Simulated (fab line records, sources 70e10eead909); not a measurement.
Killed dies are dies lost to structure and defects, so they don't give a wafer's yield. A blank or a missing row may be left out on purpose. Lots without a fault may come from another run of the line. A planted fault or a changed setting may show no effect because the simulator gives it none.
fab line records | flow nand_harc
record lots=11 wafers=33 last_day=34
route steps=1302 shown A_BONDPAD@1231 THIN_TSV@1261 END@1302
lots that met no fault: from a run of the same line without faults
start_h: hours from the record's first day to the start of the lot's first wafer shown | wait_h: hours since the lot's step before | " the same as in the row above | L1.1+2: a row that stands for several wafers | - no value, or no start given | * or withheld: withheld | < > ~ a bound
route shown NAME@n: a module of which the file shows steps, and the number in the route of the first | usual: mean/standard deviation of fault-free wafers | same: alike in all rows | chamber/n: place in a boat | sites: the reading at each site | _std_site: their standard deviation | _edge_site: outer sites' mean less inner sites' | radius_mm: how far each site lies from the wafer's centre | mask NAME#n: copy n | behind: the tool/chamber that last shaped the wafer | hold: why the lot was held/for how many hours/how that ended | device: the transistor (n, p or np) that didn't switch | end of line: the same wafers' tests at the end of the route | a step without rows: its recipe alone | killed: dies lost to structure and defects at the first sort, not the wafer's yield | map: a wafer's dies, x killed, . not, _ none there
set.NAME: the setting as run; set.NAME@STEP: as run at that earlier step | model.NAME: the simulator's own value behind a step, which no gauge read
steps of the route over a sample of lots; a table a step, a row a wafer
services: from which hour (start_h, from the record's first day; less than 0 if before it) a tool's chamber was out of use, for how many hours, and why
## steps
# step NHARC_A_BONDPAD_CMP_19
# recipe t_overpolish_s=30 cu_recess_touch_s=16 target_thk_nm=169.82
# usual motor_current_A=11.6/0.72 overpolish_run_s=30.000/0.0094
# same t_overpolish_s=30
# columns lot.wafer tool chamber start_h wait_h motor_current_A overpolish_run_s
L801.2 cmp-04 2 538.20 - 13.1 30.006
L801.3 " 3 " " 11.5 29.977
L801.6 " 2 " " 11.9 29.993
L807.4 cmp-04 2 578.41 - 12.0 30.002
L807.6 " 3 " " 11.9 29.995
L807.5 " 0 " " 11.6 29.997
L808.2 cmp-03 0 608.35 - 10.4 29.996
L808.6 " 1 " " 10.1 29.991
L808.5 " 2 " " 11.1 30.001
L811.1 cmp-02 1 628.71 - 11.2 29.999
L811.3 " 3 " " 11.5 29.987
L811.5 " 2 " " 11.1 29.998
L813.3 cmp-02 0 637.64 - 12.2 29.995
L813.4 " 2 " " 11.0 29.993
L813.5 " 0 " " 12.8 29.996
L817.1 cmp-04 2 694.12 - 11.8 29.979
L817.5 " 2 " " 11.3 29.993
L817.6 " 3 " " 12.3 30.010
L818.3 cmp-02 0 707.02 - 11.8 29.993
L818.4 " 1 " " 11.4 30.002
L818.6 " 0 " " 12.4 29.999
L819.3 cmp-04 0 716.14 - 12.2 29.998
L819.1 " 1 " " 12.2 30.009
L819.6 " 0 " " 12.3 30.008
L821.4 cmp-04 0 722.39 - 12.3 29.999
L821.6 " 3 " " 12.2 29.995
L821.5 " 0 " " 12.5 30.015
L823.1 cmp-03 2 747.82 - 11.3 30.000
L823.3 " 3 " " 11.2 30.019
L823.2 " 1 " " 10.5 29.980
L822.1 cmp-03 2 774.63 - 11.5 29.997
L822.2 " 3 " " 11.4 29.995
L822.5 " 1 " " 10.0 30.001
# step NHARC_THIN_TSV_DESCUM_14
# recipe time_s=3 o2_flow_sccm=200 ar_flow_sccm=0 bias_power_w=0 chemistry=O2
# usual drypump_motor_current_A=5.9/0.39 oes_product_au=1.005/0.007 rf_vpp_V=57.7/1 showerhead_plenum_p_Torr=1.91/0.11 throttle_valve_pct=11.311/0.0086
# columns lot.wafer tool chamber start_h wait_h drypump_motor_current_A oes_product_au rf_hours_counter_h rf_vpp_V showerhead_plenum_p_Torr throttle_valve_pct
L801.2 rie_diel-09 3 551.13 - 6.2 1.002 2.6 57.5 2.06 11.317
L801.3 " 0 " " 5.5 1.002 2.6 57.6 1.78 11.313
L801.6 " 2 " " 5.6 0.995 - 58.9 1.99 11.320
L807.4 rie_diel-09 1 594.40 - 6.0 0.998 3.4 58.0 1.81 11.304
L807.6 " 2 " " 5.6 0.999 - 58.5 1.99 11.312
L807.5 " 3 " " 6.2 0.987 - 57.5 2.06 11.302
L808.2 rie_diel-09 3 623.78 - 6.2 1.009 6.5 58.8 2.06 11.310
L808.5 " 3 " " 6.1 0.999 - 57.0 2.06 11.329
L808.6 " 0 " " 5.6 1.001 - 57.0 1.78 11.292
L811.3 rie_diel-08 2 641.62 - 5.9 1.006 4.6 59.1 1.87 11.300
L811.1 " 0 " " 5.8 0.999 4.4 56.2 1.79 11.316
L811.5 " 1 " " 6.8 1.001 - 57.8 1.93 11.309
L813.3 rie_diel-09 1 651.72 - 6.0 1.022 6.2 57.2 1.81 11.315
L813.4 " 2 " " 5.6 1.006 8.1 57.6 1.99 11.318
L813.5 " 0 " " 5.6 1.010 - 58.5 1.78 11.296
L817.1 rie_diel-08 2 707.10 - 5.9 1.003 8.3 57.4 1.87 11.315
L817.5 " 0 " " 5.8 1.013 - 56.2 1.79 11.319
L817.6 " 1 " " 6.8 1.001 - 57.2 1.92 11.303
L818.4 rie_diel-09 3 719.90 - 6.2 0.996 1.8 60.0 2.06 11.315
L818.3 " 0 " " 5.6 1.007 1.7 57.2 1.78 11.316
L818.6 " 2 " " 5.6 1.004 - 57.5 1.98 11.313
L819.3 rie_diel-09 0 728.89 - 5.6 1.014 2.6 56.3 1.78 11.307
L819.1 " 2 " " 5.6 1.015 2.6 58.7 1.98 11.313
L819.6 " 0 " " 5.6 1.012 - 56.5 1.78 11.319
L821.4 rie_diel-09 2 734.92 - 5.6 1.004 3.2 59.4 1.98 11.315
L821.5 " 0 " " 5.6 1.013 - 57.4 1.78 11.322
L821.6 " 1 " " 6.0 1.007 - 57.0 1.81 11.315
L823.2 rie_diel-08 1 764.48 - 6.8 0.993 1.6 58.8 1.92 11.291
L823.1 " 2 " " 6.0 1.005 1.8 58.1 1.87 11.322
L823.3 " 0 " " 5.8 0.997 1.0 57.2 1.79 11.306
L822.2 rie_diel-09 1 787.35 - 6.0 1.010 5.6 56.9 1.81 11.327
L822.1 " 2 " " 5.6 1.012 5.4 58.7 1.98 11.310
L822.5 " 1 " " 6.0 1.011 - 56.5 1.81 11.305
# step NHARC_THIN_TSV_ETCHBACK_48
# recipe target_depth_a=10285 over_etch_frac=0.3 time_s=405.17 ion_energy_ev=250 c4f8_flow_sccm=withheld ar_flow_sccm=withheld rf_w=600 bias_w=300 chemistry=C4F8/Ar
# usual oes_product_au=0.95/0.031 rf_vpp_V=547/4.1
# columns lot.wafer tool chamber start_h wait_h oes_product_au rf_hours_counter_h rf_vpp_V
L801.3 rie_diel-05 3 553.34 - 0.92 5.5 542
L801.2 " 2 " " 0.93 5.8 542
L801.6 " 0 " " 0.92 - 550
L807.4 rie_diel-05 1 596.60 - 1.02 - 550
L807.5 " 2 " " 0.99 - 543
L807.6 " 0 " " 1.00 - 551
L808.2 rie_diel-09 3 626.10 - 0.92 6.8 552
L808.6 " 1 " " 0.93 - 543
L808.5 " 2 " " 0.93 - 549
L811.3 rie_diel-08 0 643.76 - 0.94 4.9 543
L811.1 " 1 " " 0.93 4.6 547
L811.5 " 2 " " 0.92 - 544
L813.4 rie_diel-09 0 653.78 - 0.93 8.0 541
L813.3 " 2 " " 0.94 8.5 548
L813.5 " 1 " " 0.93 - 543
L817.1 rie_diel-09 1 709.26 - 0.93 1.7 543
L817.6 " 2 " " 0.94 - 550
L817.5 " 3 " " 0.93 - 553
L818.3 rie_diel-05 2 722.04 - 0.98 7.4 543
L818.4 " 3 " " 0.99 7.3 542
L818.6 " 1 " " 0.99 - 549
L819.3 rie_diel-08 2 731.01 - 1.01 0.1 545
L819.1 " 3 " " 1.00 0.1 551
L819.6 " 2 " " 1.00 - 545
L821.4 rie_diel-05 0 737.13 - 0.95 - 553
L821.6 " 2 " " 0.93 - 541
L821.5 " 3 " " 0.93 - 542
L823.1 rie_diel-08 1 766.55 - 0.92 2.2 548
L823.2 " 2 " " 0.93 2.4 545
L823.3 " 0 " " 0.92 1.3 542
L822.1 rie_diel-05 0 789.41 - 0.99 1.3 551
L822.2 " 2 " " 0.99 1.5 543
L822.5 " 3 " " 0.99 - 540
# step NHARC_THIN_TSV_ETCH_36
# recipe target_depth_a=650 over_etch_frac=0.3 time_s=18.571 ion_energy_ev=150 chemistry=Cl2/BCl3
# usual drypump_motor_current_A=5.9/0.54 oes_product_au=0.999/0.0069 run_length_s=39.9/0.45
# columns lot.wafer tool chamber start_h wait_h drypump_motor_current_A oes_product_au rf_hours_counter_h run_length_s
L801.2 rie_metal-03 0 557.44 0.2 6.6 1.012 0.6 40.1
L801.3 " 0 " " 6.6 1.003 - 40.9
L801.6 " 1 " " 6.0 1.002 - 40.0
L807.4 rie_metal-03 0 601.11 0.2 6.5 1.001 - 40.1
L807.5 " 0 " " 6.5 1.003 - 40.3
L807.6 " 1 " " 6.0 0.988 - 39.9
L808.2 rie_metal-01 0 630.22 0.2 4.9 1.001 0.8 40.0
L808.6 " 1 " " 5.4 0.998 - 39.1
L808.5 " 0 " " 4.9 1.005 - 40.3
L811.1 rie_metal-01 0 647.85 0.2 4.9 1.018 1.2 40.2
L811.3 " 1 " " 5.4 0.995 - 39.1
L811.5 " 0 " " 4.9 1.016 - 40.4
L813.4 rie_metal-01 0 658.01 0.1 4.9 1.002 - 40.3
L813.3 " 1 " " 5.4 1.007 - 39.3
L813.5 " 0 " " 4.9 1.002 - 40.3
L817.1 rie_metal-01 0 713.23 0.2 4.8 1.006 2.5 39.9
L817.5 " 0 " " 4.8 0.992 - 40.7
L817.6 " 1 " " 5.4 0.989 - 35.0
L818.3 rie_metal-01 1 726.25 0.2 5.4 1.003 - 34.6
L818.4 " 0 " " 4.8 1.005 - 40.1
L818.6 " 1 " " 5.4 1.008 - 35.1
L819.1 rie_metal-03 1 735.19 0.2 6.0 0.995 0.6 39.9
L819.3 " 1 " " 6.0 0.984 - 40.3
L819.6 " 0 " " 6.6 0.979 - 40.0
L821.4 rie_metal-02 1 741.31 0.2 6.1 1.001 - 39.2
L821.6 " 1 " " 6.1 1.006 - 39.7
L821.5 " 0 " " 6.0 0.990 - 40.0
L823.1 rie_metal-02 0 770.61 0.2 6.0 1.003 2.4 40.3
L823.2 " 1 " " 6.1 1.010 2.4 39.4
L823.3 " 0 " " 6.0 1.008 - 40.3
L822.2 rie_metal-02 0 793.96 0.2 6.1 0.998 2.8 40.0
L822.1 " 1 " " 6.1 1.000 2.8 39.7
L822.5 " 1 " " 6.1 1.006 - 39.4
# step NHARC_END_SORT_01
# recipe temp_c=25
# usual defect_limited_yield=92.9/2.4 killed_at_array=44/16 killed_at_other=0.6/1.1 killed_at_periphery=3.9/2.6 killed_dies=48/16 killed_open=3.1/1.9 killed_short=2.4/1.8 sort_bin_2_pct=2.6/1 sort_bin_3_pct=0.6/0.39 sort_bin_4_pct=4.0/1.4 sort_n_pass=629/16 sort_rim_yield_pct=89/4.3 sort_yield_pct=92.9/2.4
# same gross_dies=677 sort_bin_5_pct[%]=0 sort_bin_6_pct[%]=0 sort_bin_7_pct[%]=0 sort_bin_8_pct[%]=0 sort_rim_n_gross=106.00
# columns lot.wafer tool chamber start_h wait_h defect_limited_yield[%] killed_at_array killed_at_other killed_at_periphery killed_dies killed_open killed_short sort_bin_2_pct[%] sort_bin_3_pct[%] sort_bin_4_pct[%] sort_n_pass sort_rim_yield_pct[%] sort_yield_pct[%]
L801.2 prober-02 0 566.69 2.8 90.4 60 2 3 65 4 1 3.0 0.7 5.9 612 94 90.4
L801.3 prober-02 0 567.49 3.1 91.6 56 0 1 57 3 3 2.4 0.7 5.3 620 94 91.6
L801.6 prober-02 0 569.90 4.0 92.8 46 1 2 49 3 2 1.8 0.4 5.0 628 96 92.8
L807.4 prober-01 0 612.96 3.4 91.3 59 0 0 59 2 0 2.5 0.7 5.5 618 91 91.3
L807.5 prober-01 0 613.75 3.7 91.6 53 1 3 57 3 2 4.0 0.4 4.0 620 81 91.6
L807.6 prober-01 0 614.54 4.0 90.8 58 1 3 62 4 2 2.4 0.6 6.2 615 92 90.8
L808.2 prober-01 0 639.54 2.8 92.9 44 0 4 48 0 2 2.2 1.0 3.8 629 86 92.9
L808.5 prober-01 0 641.97 3.7 92.8 45 2 2 49 2 4 2.5 0.1 4.6 628 89 92.8
L808.6 prober-01 0 642.78 4.0 95.4 29 0 2 31 1 2 1.6 0.4 2.5 646 88 95.4
L811.1 prober-01 0 656.42 2.5 92.0 48 1 5 54 4 7 3.4 0 4.6 623 82 92.0
L811.3 prober-01 0 658.02 3.1 93.9 37 0 4 41 2 8 2.7 0.6 2.8 636 92 93.9
L811.5 prober-01 0 659.63 3.7 93.2 37 1 8 46 6 1 2.4 0.7 3.7 631 89 93.2
L813.3 prober-01 0 669.47 3.1 97.2 18 1 0 19 1 1 1.2 0 1.6 658 92 97.2
L813.4 prober-01 0 670.27 3.4 94.8 30 3 2 35 8 7 1.2 0.3 3.7 642 91 94.8
L813.5 prober-01 0 671.06 3.7 96.3 24 0 1 25 6 2 1.0 0.1 2.5 652 95 96.3
L817.1 prober-01 0 721.70 2.5 88.9 66 1 8 75 0 2 4.1 1.3 5.6 602 91 88.9
L817.5 prober-01 0 724.97 3.8 88.2 70 0 10 80 2 4 3.5 1.3 6.9 597 88 88.2
L817.6 prober-01 0 725.78 4.1 89.2 69 0 4 73 5 2 2.4 1.5 6.9 604 79 89.2
L818.3 prober-02 0 736.39 3.1 93.2 42 0 4 46 4 3 2.1 0.7 4.0 631 91 93.2
L818.4 prober-02 0 737.19 3.4 93.9 40 0 1 41 0 2 1.8 0.4 3.8 636 91 93.9
L818.6 prober-02 0 738.79 4.0 95.4 29 0 2 31 2 4 1.9 0.6 2.1 646 92 95.4
L819.1 prober-01 0 743.75 2.5 91.7 42 4 10 56 2 1 2.5 0.3 5.5 621 90 91.7
L819.3 prober-01 0 745.35 3.1 92.3 39 2 11 52 5 3 3.1 0.6 4.0 625 88 92.3
L819.6 prober-01 0 747.74 4.0 91.4 38 6 14 58 4 1 2.4 0.3 5.9 619 87 91.4
L821.4 prober-01 0 753.93 3.4 93.2 41 1 4 46 4 1 1.8 0.6 4.4 631 85 93.2
L821.5 prober-01 0 754.74 3.7 93.6 41 0 2 43 7 2 2.1 0.7 3.5 634 88 93.6
L821.6 prober-01 0 755.55 4.0 95.0 30 1 3 34 4 2 1.5 0.7 2.8 643 90 95.0
L823.1 prober-02 0 780.09 2.5 93.6 35 0 8 43 4 4 1.8 0.3 4.3 634 87 93.6
L823.2 prober-02 0 780.90 2.8 92.9 45 0 3 48 0 1 3.0 0.3 3.8 629 91 92.9
L823.3 prober-02 0 781.70 3.1 92.9 42 0 6 48 0 2 2.2 0.4 4.4 629 92 92.9
L822.1 prober-01 0 805.07 2.5 94.1 36 0 4 40 0 1 2.5 0.9 2.5 637 83 94.1
L822.2 prober-01 0 805.86 2.8 95.1 31 0 2 33 4 5 1.6 0.6 2.7 644 91 95.1
L822.5 prober-01 0 808.24 3.7 93.5 42 1 1 44 5 4 2.5 0.3 3.7 633 84 93.5
# killed by level:class
L801.2 A_CHANNEL_HOLE_D1:chamber_film_flake=37 A_STAIRCASE:chamber_film_flake=9 A_CHANNEL_HOLE_D2:chamber_film_flake=4 A_DECK1_JOINT:chamber_film_flake=2 A_CHANNEL_FILL_D2:chamber_film_flake=2 A_CONTACT:chamber_film_flake=2 THIN_TSV:chamber_film_flake=2 P_CONTACT:geometric_particle:open=1
L801.3 A_CHANNEL_HOLE_D1:chamber_film_flake=30 A_STAIRCASE:chamber_film_flake=8 A_CHANNEL_HOLE_D2:chamber_film_flake=5 A_CONTACT:chamber_film_flake=3 A_CHANNEL_FILL_D1:geometric_particle:open=2 A_CHANNEL_FILL_D2:chamber_film_flake=2 A_SOURCE_PLATE:geometric_particle:open=1 A_SGD_CUT:geometric_particle:short=1
L801.6 A_CHANNEL_HOLE_D1:chamber_film_flake=33 A_STAIRCASE:chamber_film_flake=5 P_GATE:geometric_particle:open=1 A_DECK1_JOINT:geometric_particle:short=1 A_ONON_D2:geometric_particle:short=1 A_ONON_D2:geometric_particle:open=1 A_WL_FILL:geometric_particle:open=1 P_ZERO_WELL:chamber_film_flake=1
L807.4 A_CHANNEL_HOLE_D2:chamber_film_flake=39 A_SLIT:chamber_film_flake=14 A_WL_FILL:chamber_film_flake=3 A_M0:geometric_particle:open=1 A_M1:geometric_particle:open=1 A_STAIRCASE:chamber_film_flake=1
L807.5 A_CHANNEL_HOLE_D2:chamber_film_flake=25 A_SLIT:chamber_film_flake=17 A_STAIRCASE:chamber_film_flake=5 A_CONTACT:chamber_film_flake=2 P_CONTACT:geometric_particle:short=1 P_CONTACT:geometric_particle:open=1 A_CHANNEL_HOLE_D1:geometric_particle:open=1 A_BLC:chamber_film_flake=1
L807.6 A_CHANNEL_HOLE_D2:chamber_film_flake=35 A_SLIT:chamber_film_flake=13 A_STAIRCASE:chamber_film_flake=3 P_M0:geometric_particle:open=2 P_M0:geometric_particle:short=1 A_CHANNEL_FILL_D1:geometric_particle:short=1 A_ONON_D2:geometric_particle:open=1 A_CHANNEL_FILL_D2:geometric_particle:open=1
L808.2 A_SLIT:chamber_film_flake=15 A_CHANNEL_HOLE_D2:chamber_film_flake=9 A_SGD_CUT:chamber_film_flake=4 A_CONTACT:chamber_film_flake=4 A_CHANNEL_HOLE_D1:chamber_film_flake=3 A_STAIRCASE:chamber_film_flake=3 A_CHANNEL_FILL_D1:geometric_particle:short=2 P_GATE:chamber_film_flake=2
L808.5 A_SLIT:chamber_film_flake=15 A_CHANNEL_HOLE_D2:chamber_film_flake=8 A_STAIRCASE:chamber_film_flake=4 A_CONTACT:chamber_film_flake=4 A_ONON_D1:geometric_particle:short=2 A_CHANNEL_HOLE_D1:chamber_film_flake=2 A_SGD_CUT:chamber_film_flake=2 A_WL_FILL:chamber_film_flake=2
L808.6 A_SLIT:chamber_film_flake=14 A_STAIRCASE:chamber_film_flake=5 A_WL_FILL:chamber_film_flake=3 A_CHANNEL_HOLE_D1:chamber_film_flake=2 A_CHANNEL_HOLE_D2:chamber_film_flake=2 P_GATE:geometric_particle:open=1 A_SGD_CUT:geometric_particle:short=1 A_WL_FILL:geometric_particle:short=1
L811.1 A_SLIT:chamber_film_flake=18 A_CHANNEL_HOLE_D2:chamber_film_flake=12 A_STAIRCASE:chamber_film_flake=5 A_M0:geometric_particle:short=2 A_ONON_D2:geometric_particle:open=2 P_M0:chamber_film_flake=2 A_CHANNEL_HOLE_D1:chamber_film_flake=2 P_CONTACT:geometric_particle:short=1
L811.3 A_SLIT:chamber_film_flake=12 A_CHANNEL_HOLE_D2:chamber_film_flake=5 A_STAIRCASE:chamber_film_flake=3 A_DECK1_JOINT:geometric_particle:short=2 A_WL_FILL:geometric_particle:short=2 P_M2:chamber_film_flake=2 A_CONTACT:chamber_film_flake=2 A_M0:chamber_film_flake=2
L811.5 A_SLIT:chamber_film_flake=16 A_CHANNEL_HOLE_D2:chamber_film_flake=6 A_CHANNEL_HOLE_D1:chamber_film_flake=5 P_M2:chamber_film_flake=4 A_CONTACT:chamber_film_flake=3 P_M0:geometric_particle:open=1 A_ONON_D1:geometric_particle:open=1 A_DECK1_JOINT:geometric_particle:open=1
L813.3 A_CHANNEL_HOLE_D1:chamber_film_flake=5 A_STAIRCASE:chamber_film_flake=4 A_SLIT:chamber_film_flake=2 A_WL_FILL:chamber_film_flake=2 A_CHANNEL_FILL_D2:geometric_particle:short=1 STARTING-WAFER:geometric_particle:open=1 A_ZERO_WELL:chamber_film_flake=1 A_CHANNEL_FILL_D1:chamber_film_flake=1
L813.4 A_CHANNEL_HOLE_D1:chamber_film_flake=6 A_CHANNEL_FILL_D1:chamber_film_flake=3 A_CHANNEL_FILL_D1:geometric_particle:short=2 A_ONON_D2:geometric_particle:short=2 A_CHANNEL_HOLE_D2:chamber_film_flake=2 A_STAIRCASE:chamber_film_flake=2 A_SLIT:chamber_film_flake=2 A_CONTACT:chamber_film_flake=2
L813.5 A_CHANNEL_HOLE_D1:chamber_film_flake=6 A_CONTACT:chamber_film_flake=6 A_SLIT:chamber_film_flake=3 A_STAIRCASE:chamber_film_flake=2 P_M1:geometric_particle:short=1 A_SOURCE_PLATE:geometric_particle:open=1 A_ONON_D1:geometric_particle:open=1 A_ONON_D1:geometric_particle:short=1
L817.1 A_CHANNEL_HOLE_D1:chamber_film_flake=29 A_STAIRCASE:chamber_film_flake=14 A_SLIT:chamber_film_flake=12 A_CHANNEL_HOLE_D2:chamber_film_flake=9 P_M1:chamber_film_flake=4 P_STI:chamber_film_flake=2 P_CONTACT:chamber_film_flake=2 A_CHANNEL_FILL_D2:geometric_particle:short=1
L817.5 A_CHANNEL_HOLE_D1:chamber_film_flake=31 A_SLIT:chamber_film_flake=13 A_CHANNEL_HOLE_D2:chamber_film_flake=10 A_STAIRCASE:chamber_film_flake=7 P_M1:chamber_film_flake=4 A_CONTACT:chamber_film_flake=3 P_STI:chamber_film_flake=2 P_CONTACT:chamber_film_flake=2
L817.6 A_CHANNEL_HOLE_D1:chamber_film_flake=19 A_SLIT:chamber_film_flake=13 A_CHANNEL_HOLE_D2:chamber_film_flake=11 A_STAIRCASE:chamber_film_flake=10 A_CONTACT:chamber_film_flake=4 P_M1:chamber_film_flake=3 A_M0:chamber_film_flake=3 A_CHANNEL_FILL_D2:chamber_film_flake=2
L818.3 A_SLIT:chamber_film_flake=16 A_CONTACT:chamber_film_flake=9 A_STAIRCASE:chamber_film_flake=7 A_CHANNEL_HOLE_D1:chamber_film_flake=4 P_STI:chamber_film_flake=2 P_STI:geometric_particle:short=1 P_M0:geometric_particle:open=1 A_CHANNEL_FILL_D1:geometric_particle:open=1
L818.4 A_SLIT:chamber_film_flake=17 A_STAIRCASE:chamber_film_flake=6 A_CONTACT:chamber_film_flake=6 A_CHANNEL_HOLE_D1:chamber_film_flake=4 A_DECK1_JOINT:chamber_film_flake=2 A_WL_FILL:chamber_film_flake=2 A_CHANNEL_HOLE_D2:geometric_particle:short=1 A_M0:geometric_particle:short=1
L818.6 A_SLIT:chamber_film_flake=15 A_CHANNEL_HOLE_D1:chamber_film_flake=3 A_STAIRCASE:chamber_film_flake=3 A_CONTACT:chamber_film_flake=3 A_ONON_D2:geometric_particle:short=2 P_STI:geometric_particle:short=1 P_CONTACT:geometric_particle:short=1 A_SGD_CUT:geometric_particle:open=1
L819.1 A_CHANNEL_HOLE_D2:chamber_film_flake=14 P_CONTACT:chamber_film_flake=9 A_CONTACT:chamber_film_flake=6 A_CHANNEL_HOLE_D1:chamber_film_flake=5 A_SLIT:chamber_film_flake=5 A_STAIRCASE:chamber_film_flake=4 THIN_TSV:chamber_film_flake=4 A_ZERO_WELL:chamber_film_flake=2
L819.3 A_CHANNEL_HOLE_D2:chamber_film_flake=14 P_CONTACT:chamber_film_flake=6 A_SLIT:chamber_film_flake=5 A_CONTACT:chamber_film_flake=3 A_CHANNEL_HOLE_D1:chamber_film_flake=3 P_ZERO_WELL:chamber_film_flake=2 A_ZERO_WELL:chamber_film_flake=2 A_DECK1_JOINT:chamber_film_flake=2
L819.6 A_CHANNEL_HOLE_D2:chamber_film_flake=15 P_CONTACT:chamber_film_flake=11 THIN_TSV:chamber_film_flake=6 A_CHANNEL_HOLE_D1:chamber_film_flake=5 A_DECK1_JOINT:chamber_film_flake=5 A_STAIRCASE:chamber_film_flake=5 A_CONTACT:chamber_film_flake=3 A_SLIT:chamber_film_flake=2
L821.4 A_SLIT:chamber_film_flake=20 A_CHANNEL_HOLE_D1:chamber_film_flake=12 A_CONTACT:chamber_film_flake=4 P_M2:chamber_film_flake=2 P_M0:geometric_particle:open=1 A_CHANNEL_FILL_D1:geometric_particle:short=1 A_ONON_D2:geometric_particle:open=1 A_BLC:geometric_particle:open=1
L821.5 A_SLIT:chamber_film_flake=20 A_CHANNEL_HOLE_D1:chamber_film_flake=4 A_STAIRCASE:chamber_film_flake=4 A_CONTACT:chamber_film_flake=3 A_ONON_D1:geometric_particle:short=2 A_DECK1_JOINT:chamber_film_flake=2 P_GATE:geometric_particle:open=1 P_CONTACT:geometric_particle:open=1
L821.6 A_SLIT:chamber_film_flake=14 A_CHANNEL_HOLE_D1:chamber_film_flake=5 A_STAIRCASE:chamber_film_flake=3 P_M2:chamber_film_flake=2 A_DECK1_JOINT:chamber_film_flake=2 A_ONON_D1:geometric_particle:open=1 A_CHANNEL_HOLE_D1:geometric_particle:open=1 A_DECK1_JOINT:geometric_particle:short=1
L823.1 A_CHANNEL_HOLE_D2:chamber_film_flake=13 A_STAIRCASE:chamber_film_flake=5 A_CONTACT:chamber_film_flake=5 A_SLIT:chamber_film_flake=4 P_GATE:chamber_film_flake=2 P_BONDPAD:chamber_film_flake=2 P_ZERO_WELL:geometric_particle:short=1 P_M0:geometric_particle:short=1
L823.2 A_CHANNEL_HOLE_D2:chamber_film_flake=18 A_SLIT:chamber_film_flake=12 A_CONTACT:chamber_film_flake=10 P_BONDPAD:chamber_film_flake=2 A_ZERO_WELL:chamber_film_flake=2 A_STAIRCASE:chamber_film_flake=2 A_SGD_CUT:geometric_particle:short=1 P_GATE:chamber_film_flake=1
L823.3 A_CHANNEL_HOLE_D2:chamber_film_flake=15 A_CONTACT:chamber_film_flake=10 A_SLIT:chamber_film_flake=8 P_GATE:chamber_film_flake=3 A_CHANNEL_HOLE_D1:chamber_film_flake=3 A_STAIRCASE:chamber_film_flake=3 P_CONTACT:chamber_film_flake=2 A_CHANNEL_FILL_D2:geometric_particle:short=1
L822.1 A_CHANNEL_HOLE_D1:chamber_film_flake=16 A_SLIT:chamber_film_flake=16 P_M2:chamber_film_flake=4 A_CONTACT:chamber_film_flake=3 A_ONON_D1:geometric_particle:short=1
L822.2 A_SLIT:chamber_film_flake=13 A_CHANNEL_HOLE_D1:chamber_film_flake=4 A_CONTACT:chamber_film_flake=3 A_STAIRCASE:chamber_film_flake=2 P_STI:geometric_particle:short=1 A_ONON_D1:geometric_particle:open=1 A_CHANNEL_FILL_D1:geometric_particle:short=1 A_CHANNEL_FILL_D2:geometric_particle:open=1
L822.5 A_SLIT:chamber_film_flake=19 A_CHANNEL_HOLE_D1:chamber_film_flake=11 A_CONTACT:chamber_film_flake=3 A_STAIRCASE:chamber_film_flake=2 P_M2:geometric_particle:short=1 A_ONON_D2:geometric_particle:short=1 A_ONON_D2:geometric_particle:open=1 A_CHANNEL_HOLE_D2:geometric_particle:open=1
## services
# columns tool chamber start_h hours kind
rie_diel-05 1 525.55 23.4 repair
rie_diel-05 3 535.63 6.8 repair
rie_diel-05 0 536.30 4.9 repair
rie_diel-05 - 538.78 0.4 repair
rie_diel-09 1 542.39 13.8 repair
rie_diel-08 - 544.80 9.0 pm
rie_metal-01 - 575.00 9.0 pm
cmp-04 - 575.25 0.9 repair
rie_diel-05 - 583.60 9.0 pm
rie_diel-05 3 596.32 17.8 repair
cmp-04 - 602.20 4.0 pm
rie_metal-01 0 642.99 2.5 repair
rie_diel-05 - 645.95 6.1 repair
cmp-04 - 657.23 1.8 repair
rie_diel-05 2 657.69 38.7 repair
rie_diel-09 - 674.21 9.0 pm
cmp-04 - 679.67 1.3 repair
cmp-04 - 688.45 0.6 repair
cmp-04 - 700.34 4.0 pm
rie_diel-08 - 721.80 9.0 pm
rie_diel-05 - 727.48 0.8 repair
rie_diel-05 1 735.85 9.3 repair
rie_diel-08 0 735.85 4.3 repair
rie_diel-09 3 748.16 3.1 repair
## key
first_sign step=NHARC_THIN_TSV_ETCH_36 reading=run_length_s direction=down sigmas=11 usual=* struck=*
effect none on later readings
met_at NHARC_THIN_TSV_ETCH_36
struck_lots L817,L818
struck_wafers L817.6,L818.3,L818.6
not_acting_at NHARC_A_BONDPAD_CMP_19,NHARC_THIN_TSV_DESCUM_14,NHARC_THIN_TSV_ETCHBACK_48
onset_between 658.01 713.23
fault kind=process_parameter_drift tool=rie_metal-01 chamber=1 onset_h=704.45 steps=NHARC_THIN_TSV_ETCH_36 channel=time_s offset=* shape=step end_h=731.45 acts_in=* stated=*
